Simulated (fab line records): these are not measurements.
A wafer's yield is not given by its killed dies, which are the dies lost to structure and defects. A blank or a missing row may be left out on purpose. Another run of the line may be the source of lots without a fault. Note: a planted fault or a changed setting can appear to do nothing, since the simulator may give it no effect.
What tool caused it? ; flow nand-harc ; 23 lots, 69 wafers sampled, at 6 steps of a route of 1159

== WHAT EACH GAUGE READ, for each wafer ==
Not one reading of a measure or inspect step in the record can be checked against a usual standard deviation.

== WHICH TOOL RAN EACH LOT (tool, then ch and the chambers of the sampled wafers, then the start) ==
lot;NHARC_A_CONTACT_STRIP_26;NHARC_A_CONTACT_CVD_19;NHARC_A_CONTACT_CMP_20;NHARC_A_M0_DESCUM_14;NHARC_A_M0_DEP_32;NHARC_HYBRID_BOND_ACTIVATE_00
L074;rie-diel-07 ch 0,1,2, day 17 02:31 or earlier;cvd-w-01 ch 0,1, day 17 02:31 or earlier;cmp-01 ch 1,2, day 17 02:31;rie-diel-05 ch 2,3, day 17 10:33;pecvd-04 ch 0,1, day 17 13:17;rie-diel-06 ch 1,2,3, day 17 22:10
L076;rie-diel-07 ch 0,1, day 17 11:49 or earlier;cvd-w-01 ch 0,1, day 17 11:49 or earlier;cmp-01 ch 1,2,3, day 17 11:49;rie-diel-12 ch 0,1,2, day 17 17:52;pecvd-01 ch 0,2, day 17 20:31;rie-diel-06 ch 0,2,3, day 18 05:11
L075;rie-diel-08 ch 2,3, day 17 13:57 or earlier;cvd-w-02 ch 0,1, day 17 13:57 or earlier;cmp-01 ch 0,1,2, day 17 13:57;rie-diel-05 ch 0,1,3, day 17 19:03;pecvd-01 ch 1,2, day 17 21:44;rie-diel-06 ch 1,2, day 18 06:33
L078;rie-diel-04 ch 0,2,3, day 17 17:20 or earlier;cvd-w-01 ch 0,1, day 17 17:20 or earlier;cmp-03 ch 1,2,3, day 17 17:20;rie-diel-05 ch 0,2,3, day 17 22:12;pecvd-01 ch 0,2, day 18 01:06;rie-diel-01 ch 1,2, day 18 09:50
L079;rie-diel-08 ch 0,1, day 18 08:30 or earlier;cvd-w-02 ch 0,1, day 18 08:30 or earlier;cmp-04 ch 0,2, day 18 08:30;rie-diel-10 ch 1,2,3, day 18 13:22;pecvd-02 ch 0,2, day 18 16:19;rie-diel-01 ch 0,1,2, day 19 01:12
L080;rie-diel-08 ch 0,1,2, day 18 09:15 or earlier;cvd-w-02 ch 0,1, day 18 09:15 or earlier;cmp-03 ch 0,1,3, day 18 09:15;rie-diel-12 ch 1,2,3, day 18 16:52;pecvd-02 ch 0,1,2, day 18 19:31;rie-diel-06 ch 0,2,3, day 19 04:19
L081;rie-diel-07 ch 0,1,3, day 18 19:26 or earlier;cvd-w-01 ch 0,1, day 18 19:26 or earlier;cmp-04 ch 1,2, day 18 19:26;rie-diel-10 ch 0,1,3, day 19 01:19;pecvd-04 ch 1,2, day 19 04:02;rie-diel-06 ch 0,1, day 19 12:43
L082;rie-diel-08 ch 1,3, day 19 04:59 or earlier;cvd-w-02 ch 0,1, day 19 04:59 or earlier;cmp-03 ch 0,3, day 19 04:59;rie-diel-12 ch 0,1, day 19 10:07;pecvd-04 ch 0,1,2, day 19 12:44;rie-diel-01 ch 1,2, day 19 22:36
L083;rie-diel-04 ch 0,1,2, day 19 06:55 or earlier;cvd-w-02 ch 0,1, day 19 06:55 or earlier;cmp-03 ch 0,3, day 19 06:55;rie-diel-10 ch 1,2,3, day 19 15:50;pecvd-01 ch 0,2, day 19 18:31;rie-diel-06 ch 0,1, day 20 03:43
L084;rie-diel-04 ch 0,1,2, day 19 09:50 or earlier;cvd-w-01 ch 0,1, day 19 09:50 or earlier;cmp-03 ch 0,1,2, day 19 09:50;rie-diel-12 ch 0,1,2, day 19 16:46;pecvd-01 ch 0,2, day 19 19:32;rie-diel-01 ch 1,3, day 20 04:27
L086;rie-diel-04 ch 1,2,3, day 20 05:05 or earlier;cvd-w-02 ch 0,1, day 20 05:05 or earlier;cmp-03 ch 0,1,3, day 20 05:05;rie-diel-12 ch 0,3, day 20 10:08;pecvd-02 ch 0,1, day 20 12:48;rie-diel-06 ch 1,2,3, day 20 21:29
L087;rie-diel-04 ch 0,2, day 20 05:37 or earlier;cvd-w-01 ch 0,1, day 20 05:37 or earlier;cmp-04 ch 0,1,3, day 20 05:37;rie-diel-12 ch 1,3, day 20 10:41;pecvd-01 ch 0,1,2, day 20 13:34;rie-diel-06 ch 0,2, day 20 22:25
L085;rie-diel-08 ch 0,1,2, day 20 16:35 or earlier;cvd-w-02 ch 0,1, day 20 16:35 or earlier;cmp-01 ch 0,1,2, day 20 16:35;rie-diel-05 ch 1,3, day 21 03:03;pecvd-04 ch 0,1,2, day 21 05:43;rie-diel-06 ch 0,1, day 21 14:36
L089;rie-diel-07 ch 0,1,3, day 20 18:20 or earlier;cvd-w-02 ch 1, day 20 18:20 or earlier;cmp-04 ch 0,2,3, day 20 18:20;rie-diel-12 ch 1,2, day 21 15:28;pecvd-04 ch 0,1, day 21 18:08;rie-diel-06 ch 0,2,3, day 22 03:04
L088;rie-diel-07 ch 0,3, day 21 03:06 or earlier;cvd-w-02 ch 1, day 21 03:06 or earlier;cmp-04 ch 0,2,3, day 21 03:06;rie-diel-05 ch 1,2,3, day 21 18:28;pecvd-02 ch 1,2, day 21 21:05;rie-diel-08 ch 0,1,2, day 22 06:02
L090;rie-diel-07 ch 0,1,3, day 21 14:47 or earlier;cvd-w-01 ch 1, day 21 14:47 or earlier;cmp-01 ch 1,2,3, day 21 14:47;rie-diel-12 ch 0,1,3, day 22 05:22;pecvd-01 ch 0,2, day 22 08:32;rie-diel-01 ch 2,3, day 22 17:40
L092;rie-diel-04 ch 1,2, day 21 16:37 or earlier;cvd-w-02 ch 0, day 21 16:37 or earlier;cmp-03 ch 0,2, day 21 16:37;rie-diel-10 ch 0,1,3, day 22 06:14;pecvd-01 ch 0,1,2, day 22 09:17;rie-diel-06 ch 1,2, day 22 18:56
L091;rie-diel-07 ch 0,1,3, day 21 16:37 or earlier;cvd-w-01 ch 0, day 21 16:37 or earlier;cmp-04 ch 0,1,2, day 21 16:37;rie-diel-05 ch 0,3, day 22 06:47;pecvd-04 ch 1,2, day 22 09:40;rie-diel-01 ch 1,2, day 22 19:35
L093;rie-diel-07 ch 0,1,3, day 21 22:07 or earlier;cvd-w-01 ch 0,1, day 21 22:07 or earlier;cmp-03 ch 0,1,3, day 21 22:07;rie-diel-05 ch 1,2,3, day 22 11:20;pecvd-04 ch 0,2, day 22 14:37;rie-diel-06 ch 0,2,3, day 23 00:14
L095;rie-diel-07 ch 0,2,3, day 22 12:11 or earlier;cvd-w-01 ch 0,1, day 22 12:11 or earlier;cmp-04 ch 1,2,3, day 22 12:11;rie-diel-10 ch 0,1, day 22 19:44;pecvd-01 ch 0,2, day 22 23:31;rie-diel-06 ch 0,3, day 23 09:01
L094;rie-diel-07 ch 2,3, day 22 18:35 or earlier;cvd-w-02 ch 0,1, day 22 18:35 or earlier;cmp-03 ch 2,3, day 22 18:35;rie-diel-05 ch 0,1, day 23 00:20;pecvd-01 ch 0,1,2, day 23 03:05;rie-diel-06 ch 1,2, day 23 11:58
L097;rie-diel-08 ch 0,1,3, day 22 20:41 or earlier;cvd-w-02 ch 0,1, day 22 20:41 or earlier;cmp-01 ch 0,1,2, day 22 20:41;rie-diel-12 ch 0,1,3, day 23 01:35;pecvd-01 ch 1,2, day 23 04:20;rie-diel-01 ch 0,2, day 23 13:20
L096;rie-diel-07 ch 0,2, day 23 08:47 or earlier;cvd-w-01 ch 0,1, day 23 08:47 or earlier;cmp-03 ch 1,2, day 23 08:47;rie-diel-10 ch 1,3, day 23 13:50;pecvd-01 ch 0,1,2, day 23 16:28;rie-diel-06 ch 0,2, day 24 01:02
- NHARC_A_CONTACT_STRIP_26: strips in O2.
- NHARC_A_CONTACT_CVD_19: deposits W, target thk 300 nm, time 802 s.
- NHARC_A_CONTACT_CMP_20: polishes, t overpolish 30 s, target thk 300 nm.
- NHARC_A_M0_DESCUM_14: chemistry O2, time 3 s.
- NHARC_A_M0_DEP_32: deposits SiCN, target thk 30 nm.
- NHARC_HYBRID_BOND_ACTIVATE_00: chemistry N2, time 60 s.

== AS READ BY THE TOOLS THEMSELVES (means over the sampled wafers that have a number; for cases with no such wafer, the mark the record gives instead) ==
NHARC_A_CONTACT_STRIP_26. Usual: chamber-pressure-mTorr 60.00 mTorr, standard deviation 0.052; drypump-motor-current-A 5.4 A, standard deviation 0.5; oes-product-au 1.000 a.u., standard deviation 0.0076; rf-vpp-V 57.7 V, standard deviation 1; showerhead-plenum-p-Torr 3.52 Torr, standard deviation 0.14; throttle-valve-pct 17.037 %, standard deviation 0.0089.
lot;tool;chamber-pressure-mTorr (mTorr);drypump-motor-current-A (A);oes-product-au (a.u.);rf-vpp-V (V);showerhead-plenum-p-Torr (Torr);throttle-valve-pct (%);flag
L074;rie-diel-07;60.00;5.1;1.011;57.9;3.64;17.028;
L076;rie-diel-07;60.02;5.2;0.996;57.0;3.64;17.029;
L075;rie-diel-08;60.02;5.3;1.006;57.5;3.59;17.040;
L078;rie-diel-04;60.00;6.0;0.990;57.1;3.47;17.040;
L079;rie-diel-08;60.02;6.1;0.993;56.1;3.32;17.042;
L080;rie-diel-08;59.95;5.8;0.996;58.1;3.48;17.036;
L081;rie-diel-07;60.01;5.1;1.003;58.8;3.57;17.041;
L082;rie-diel-08;59.98;6.1;0.997;56.9;3.36;17.035;
L083;rie-diel-04;60.01;5.4;1.012;57.8;3.51;17.036;
L084;rie-diel-04;60.00;5.4;1.005;57.0;3.51;17.043;
L086;rie-diel-04;60.06;5.7;1.004;58.4;3.43;17.029;
L087;rie-diel-04;59.98;5.7;1.003;57.2;3.54;17.035;
L085;rie-diel-08;60.00;5.8;0.998;57.7;3.47;17.035;
L089;rie-diel-07;60.01;5.1;0.995;57.2;3.56;17.046;
L088;rie-diel-07;59.99;5.2;0.996;57.3;3.48;17.039;
L090;rie-diel-07;60.00;5.1;0.998;58.1;3.56;17.042;
L092;rie-diel-04;60.00;5.3;1.008;57.4;3.47;17.032;
L091;rie-diel-07;60.03;5.1;1.006;57.8;3.56;17.030;
L093;rie-diel-07;60.04;5.1;0.994;58.3;3.56;17.040;
L095;rie-diel-07;60.03;5.1;1.002;57.2;3.54;17.037;
L094;rie-diel-07;60.01;5.0;1.003;58.2;3.53;17.038;
L097;rie-diel-08;60.02;5.9;0.998;58.2;3.66;17.034;
L096;rie-diel-07;60.04;5.2;0.995;57.9;3.61;17.037;

NHARC_A_CONTACT_CVD_19. Usual: heater-power-w 479 W, standard deviation 26; throttle-valve-pct 7.96 %, standard deviation 0.19.
lot;tool;heater-power-w (W);throttle-valve-pct (%);flag
L074;cvd-w-01;502;7.85;
L076;cvd-w-01;500;7.94;
L075;cvd-w-02;447;7.97;
L078;cvd-w-01;506;8.01;
L079;cvd-w-02;455;7.84;
L080;cvd-w-02;451;8.15;
L081;cvd-w-01;497;7.87;
L082;cvd-w-02;456;7.90;
L083;cvd-w-02;467;7.95;
L084;cvd-w-01;507;7.91;
L086;cvd-w-02;456;8.05;
L087;cvd-w-01;502;7.98;
L085;cvd-w-02;460;8.01;
L089;cvd-w-02;445;8.04;
L088;cvd-w-02;446;8.02;
L090;cvd-w-01;508;7.99;
L092;cvd-w-02;480;8.05;
L091;cvd-w-01;487;7.62;
L093;cvd-w-01;495;7.77;
L095;cvd-w-01;494;7.91;
L094;cvd-w-02;454;8.20;
L097;cvd-w-02;467;8.31;
L096;cvd-w-01;511;7.84;

NHARC_A_CONTACT_CMP_20. Usual: motor-current-A 12.2 A, standard deviation 1.4; overpolish-run-s 29.999 s, standard deviation 0.0099; retaining-ring-pressure-frac 1.000, standard deviation 0.0054; time-to-endpoint-s 61.1 s, standard deviation 2.5.
lot;tool;motor-current-A (A);overpolish-run-s (s);retaining-ring-pressure-frac;time-to-endpoint-s (s);flag
L074;cmp-01;12.6;30.011;1.006;62.0;
L076;cmp-01;11.9;29.993;0.999;61.7;
L075;cmp-01;13.1;30.001;1.000;62.3;
L078;cmp-03;12.9;29.994;1.001;62.6;
L079;cmp-04;12.3;30.002;0.997;60.3;
L080;cmp-03;12.1;30.003;0.994;63.2;
L081;cmp-04;13.2;29.998;1.004;61.5;
L082;cmp-03;11.5;29.994;0.997;65.4;
L083;cmp-03;11.5;29.998;1.001;62.5;
L084;cmp-03;11.4;30.000;1.002;61.0;
L086;cmp-03;12.1;30.001;0.996;54.8;
L087;cmp-04;11.9;30.000;1.001;61.2;
L085;cmp-01;13.8;29.996;1.003;61.7;
L089;cmp-04;11.4;30.000;1.000;64.1;
L088;cmp-04;11.7;30.006;0.997;60.8;
L090;cmp-01;12.4;29.996;0.999;57.5;
L092;cmp-03;11.4;29.997;0.997;59.6;
L091;cmp-04;12.3;30.003;1.000;62.1;
L093;cmp-03;12.0;30.000;1.000;62.2;
L095;cmp-04;11.8;30.007;1.001;57.4;
L094;cmp-03;13.6;29.996;1.001;61.7;
L097;cmp-01;13.0;30.010;1.007;61.4;
L096;cmp-03;12.5;29.996;1.003;63.3;

NHARC_A_M0_DESCUM_14. Usual: chamber-pressure-mTorr 59.99 mTorr, standard deviation 0.058; drypump-motor-current-A 5.8 A, standard deviation 0.38; oes-product-au 1.003 a.u., standard deviation 0.008; rf-vpp-V 57.8 V, standard deviation 0.85; showerhead-plenum-p-Torr 1.89 Torr, standard deviation 0.093; throttle-valve-pct 11.310 %, standard deviation 0.0089.
lot;tool;chamber-pressure-mTorr (mTorr);drypump-motor-current-A (A);oes-product-au (a.u.);rf-vpp-V (V);showerhead-plenum-p-Torr (Torr);throttle-valve-pct (%);flag
L074;rie-diel-05;59.96;5.7;1.002;58.2;2.01;11.322;
L076;rie-diel-12;60.00;5.9;0.995;57.4;1.87;11.304;
L075;rie-diel-05;59.98;5.5;1.006;57.4;1.90;11.307;
L078;rie-diel-05;59.97;5.8;1.001;57.8;1.94;11.309;
L079;rie-diel-10;59.96;5.7;1.005;57.4;1.85;11.309;
L080;rie-diel-12;60.00;6.1;1.005;58.0;1.93;11.300;
L081;rie-diel-10;60.01;5.6;1.003;58.1;1.91;11.317;
L082;rie-diel-12;60.00;5.7;1.007;56.9;1.80;11.317;
L083;rie-diel-10;60.05;5.7;1.005;57.5;1.85;11.316;
L084;rie-diel-12;60.00;5.9;0.993;57.8;1.87;11.308;
L086;rie-diel-12;60.01;6.1;0.998;57.5;1.84;11.310;
L087;rie-diel-12;60.00;5.7;1.006;57.3;1.87;11.303;
L085;rie-diel-05;59.96;5.5;1.005;57.7;1.97;11.307;
L089;rie-diel-12;59.99;5.7;0.993;57.9;1.89;11.307;
L088;rie-diel-05;59.96;5.6;1.010;57.2;1.92;11.309;
L090;rie-diel-12;59.98;5.9;1.005;58.2;1.85;11.309;
L092;rie-diel-10;59.95;5.7;1.005;58.3;1.91;11.312;
L091;rie-diel-05;59.99;5.7;1.000;58.5;1.98;11.308;
L093;rie-diel-05;60.08;5.6;1.006;58.6;1.92;11.312;
L095;rie-diel-10;60.01;5.6;1.001;57.9;1.98;11.314;
L094;rie-diel-05;59.97;5.6;0.994;59.0;1.83;11.301;
L097;rie-diel-12;60.02;5.9;1.002;56.8;1.85;11.307;
L096;rie-diel-10;59.97;5.7;0.999;57.7;1.83;11.312;

NHARC_A_M0_DEP_32. Usual: heater-power-w 613 W, standard deviation 120.
lot;tool;heater-power-w (W);flag
L074;pecvd-04;683;
L076;pecvd-01;551;
L075;pecvd-01;509;
L078;pecvd-01;540;
L079;pecvd-02;671;
L080;pecvd-02;628;
L081;pecvd-04;641;
L082;pecvd-04;584;
L083;pecvd-01;509;
L084;pecvd-01;577;
L086;pecvd-02;576;
L087;pecvd-01;605;
L085;pecvd-04;603;
L089;pecvd-04;642;
L088;pecvd-02;708;
L090;pecvd-01;498;
L092;pecvd-01;628;
L091;pecvd-04;618;
L093;pecvd-04;513;
L095;pecvd-01;619;
L094;pecvd-01;632;
L097;pecvd-01;524;
L096;pecvd-01;575;

NHARC_HYBRID_BOND_ACTIVATE_00. Usual: drypump-motor-current-A 5.6 A, standard deviation 0.44; n2-flow-sccm 200.0 sccm, standard deviation 0.65; oes-product-au 0.999 a.u., standard deviation 0.0072; rf-vpp-V 64.0 V, standard deviation 0.83; showerhead-plenum-p-Torr 1.75 Torr, standard deviation 0.055.
lot;tool;drypump-motor-current-A (A);n2-flow-sccm (sccm);oes-product-au (a.u.);rf-vpp-V (V);showerhead-plenum-p-Torr (Torr);flag
L074;rie-diel-06;5.7;200.6;1.004;64.7;1.74;
L076;rie-diel-06;5.6;199.9;0.996;64.0;1.73;
L075;rie-diel-06;5.7;200.0;0.993;63.5;1.76;
L078;rie-diel-01;5.0;200.0;1.000;64.3;1.74;
L079;rie-diel-01;5.4;199.8;0.989;63.7;1.75;
L080;rie-diel-06;5.6;199.9;1.002;63.9;1.73;
L081;rie-diel-06;5.9;200.1;1.011;64.1;1.75;
L082;rie-diel-01;5.0;199.5;0.993;64.2;1.74;
L083;rie-diel-06;5.9;200.2;1.000;63.8;1.75;
L084;rie-diel-01;5.4;199.6;0.994;63.7;1.71;
L086;rie-diel-06;5.7;200.3;1.003;63.3;1.74;
L087;rie-diel-06;5.6;200.2;1.006;64.3;1.73;
L085;rie-diel-06;5.9;200.4;1.005;64.2;1.75;
L089;rie-diel-06;5.6;199.7;1.005;64.8;1.73;
L088;rie-diel-08;5.8;200.1;1.006;64.5;1.83;
L090;rie-diel-01;4.9;200.5;0.998;63.5;1.79;
L092;rie-diel-06;5.7;200.0;1.001;63.7;1.76;
L091;rie-diel-01;5.1;199.7;0.992;63.7;1.73;
L093;rie-diel-06;5.6;199.6;1.001;64.2;1.73;
L095;rie-diel-06;5.9;199.7;1.002;64.4;1.71;
L094;rie-diel-06;5.4;200.1;0.990;64.6;1.76;
L097;rie-diel-01;5.1;199.7;0.999;63.9;1.79;
L096;rie-diel-06;5.3;199.3;0.996;63.9;1.75;

== THE ANSWER, worked out from the rows above alone ==
Rule: a lot counts as off when the mean over its wafers that have a number is more than 3 standard deviations away from the usual mean. Also off: a lot with no number at a reading for which 4 or more lots have one. The other lots that the step has rows for count as sound. The gauges are gone through in route order, then the tools' own readings, and for those a lot's mean is taken as printed above. The first step at which some lot is off is used, and at that step the reading that is off furthest; a lot without a number counts as furthest.
None of the lots is off at any reading shown; this tells nothing.

== WHAT THE SIMULATOR PUT IN ==
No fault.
